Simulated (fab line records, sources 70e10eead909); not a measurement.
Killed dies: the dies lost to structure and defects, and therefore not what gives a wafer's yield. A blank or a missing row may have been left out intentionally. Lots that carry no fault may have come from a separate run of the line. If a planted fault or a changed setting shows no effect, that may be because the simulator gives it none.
Matching of chambers + flow nand_harc + NHARC_A_BONDPAD_DESCUM_11 on rie_diel-11 has 4 sister chambers
The step chemistry O2, time 3 s. 18 wafers are shown with their chamber, then 9 later ones without.

== WAFERS WITH THEIR CHAMBER ==
| wafer  | chamber | drypump_motor_current_A (A) | oes_product_au (a.u.) | rf_vpp_V (V) |
|--------|---------|-----------------------------|-----------------------|--------------|
| L980.1 | 3       | 5.6                         | 1.001                 | 57.0         |
| L980.3 | 2       | 6.6                         | 1.006                 | 57.6         |
| L980.6 | 2       | 6.6                         | 1.001                 | 56.6         |
| L986.1 | 3       | 5.6                         | 1.012                 | 58.1         |
| L986.4 | 0       | 6.0                         | 1.014                 | 56.8         |
| L986.5 | 1       | 5.7                         | 0.999                 | 57.0         |
| L993.2 | 1       | 5.7                         | 0.997                 | 57.1         |
| L993.3 | 0       | 6.0                         | 0.996                 | 56.8         |
| L993.4 | 3       | 5.5                         | 0.999                 | 58.5         |
| L994.3 | 2       | 6.5                         | 1.008                 | 56.6         |
| L994.4 | 1       | 5.7                         | 1.000                 | 55.9         |
| L994.6 | 0       | 6.0                         | 1.012                 | 59.4         |
| L995.4 | 3       | 5.6                         | 1.000                 | 57.7         |
| L995.5 | 1       | 5.7                         | 0.994                 | 58.2         |
| L995.6 | 2       | 6.5                         | 0.997                 | 57.2         |
| L996.1 | 3       | 5.5                         | 1.009                 | 57.6         |
| L996.4 | 2       | 6.5                         | 1.009                 | 57.6         |
| L996.6 | 0       | 6.0                         | 0.998                 | 59.6         |

SIGNATURES (averages over the wafers above)
| reading                 | chamber 0 | chamber 1 | chamber 2 | chamber 3 | scatter within a chamber |
|-------------------------|-----------|-----------|-----------|-----------|--------------------------|
| drypump_motor_current_A | 6.000     | 5.700     | 6.540     | 5.560     | 0.0414                   |
| oes_product_au          | 1.00500   | 0.99750   | 1.00420   | 1.00420   | 0.00611                  |
| rf_vpp_V                | 58.150    | 57.050    | 57.120    | 57.780    | 0.935                    |
Rule: a wafer's distance from a chamber is the root of the sum, over the readings, of the square of ((its reading less the chamber's mean) divided by the reading's scatter). The wafer belongs to the nearest chamber; if the next one is less than 2 further off, it can't be placed. The scatter is the square root of a quotient: the sum, over the shown wafers, of each reading's squared deviation from its chamber's mean, divided by wafers minus chambers.

== WAFERS WITH NO CHAMBER GIVEN ==
| wafer  | drypump_motor_current_A (A) | oes_product_au (a.u.) | rf_vpp_V (V) |
|--------|-----------------------------|-----------------------|--------------|
| L997.2 | 5.7                         | 0.980                 | 58.7         |
| L997.3 | 6.0                         | 0.986                 | 58.4         |
| L997.5 | 5.5                         | 0.991                 | 58.5         |
| L998.3 | 5.5                         | 1.001                 | 58.2         |
| L998.4 | 6.6                         | 1.004                 | 57.6         |
| L998.5 | 5.7                         | 0.994                 | 58.6         |
| L100.2 | 6.6                         | 0.995                 | 56.9         |
| L100.3 | 6.0                         | 1.010                 | 57.7         |
| L100.5 | 6.0                         | 1.004                 | 57.4         |

== EACH ONE'S CHAMBER ==
| wafer  | from the rows above     | in truth |
|--------|-------------------------|----------|
| L997.2 | can't be placed: 1 or 3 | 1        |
| L997.3 | 0                       | 0        |
| L997.5 | 3                       | 3        |
| L998.3 | 3                       | 3        |
| L998.4 | 2                       | 2        |
| L998.5 | 1                       | 1        |
| L100.2 | 2                       | 2        |
| L100.3 | 0                       | 0        |
| L100.5 | 0                       | 0        |
Correct placement for 8 of the 9. Not placeable from these rows: 1 (in 1, the candidates include the true chamber). Placed wrongly: 0.
